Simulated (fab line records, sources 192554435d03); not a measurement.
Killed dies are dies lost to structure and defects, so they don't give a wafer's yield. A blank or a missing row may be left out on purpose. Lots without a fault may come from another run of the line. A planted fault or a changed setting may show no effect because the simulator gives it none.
Problem report in the 8D (eight disciplines) form, filled by code | flow n5_finfet | the parts of the form that need people (team, actions taken, sign-off) are left out

1. THE PROBLEM
spin_speed_rpm at N5_BEOL_M12_COAT_66 reads a mean of 1564.0 rpm on 6 wafers of 2 lots; wafers without a fault read 1500.1 rpm with a standard deviation of 1. That is +64 standard deviations from the usual mean.
The step: time 60 s, resist thk 110 nm.
First seen on wafer L200.2, day 14 12:19, on litho_track-01. The record holds 12 wafers of 4 lots with a number at this step. Rule for "out", or "out of limits": more than 4 standard deviations from the usual mean. The other wafers with a number count as sound.

2. WHAT IT IS AND WHAT IT IS NOT
question                    | is                     | is not
which readings at this step | spin_speed_rpm         | dispense_pressure_kPa
which lots                  | L200, L202             | L189, L203
which wafers of those lots  | all that have a number | -
read on which tools         | litho_track-01         | litho_track-05
when                        | from day 14 12:19      | up to then (3 sound wafers); but 3 sound wafers of L203 came after

3. SUSPECTS, AND WHAT RULES EACH OUT
Counting: a tool at a process step up to the reading stays a suspect if it ran every lot that is out and no sound lot after the first of them.
- litho_track-01 at N5_BEOL_M12_COAT_66 (time 60 s, resist thk 110 nm): kept. It ran every lot that is out, first L200 (day 14 12:19), and no sound lot after that; its last sound lot up to then is L189 (day 11 11:53). Its own readings are out on those wafers: spin_speed_rpm.
Left after counting: litho_track-01 at N5_BEOL_M12_COAT_66.

4. THE CAUSE (what the simulator had put in)
Process parameter drift: litho_track-01, from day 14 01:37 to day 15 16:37, at N5_BEOL_M12_COAT_66. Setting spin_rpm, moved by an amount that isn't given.
Counting left only this tool.

5. THE CHAIN OF EFFECTS, in route order
Each row: a reading whose mean over the struck wafers that have a number lies more than 3 standard deviations from the usual. Only readings for which the record gives a usual standard deviation are gone through. hours: the time from each lot's start at the first step in this table that gives one to its start at this step, as a median over the lots. sigmas: the change in usual standard deviations.
hours | step                | reading        | usual      | on struck wafers | change | sigmas
0     | N5_BEOL_M12_COAT_66 | spin_speed_rpm | 1500.1 rpm | 1564.0           | +63.9  | +64
The process steps in it:
- N5_BEOL_M12_COAT_66: time 60 s, resist thk 110 nm.

6. WHAT WOULD HAVE CAUGHT IT SOONER
In this record the first reading out of limits was taken at day 14 12:19, 11 hours after the fault began at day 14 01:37.
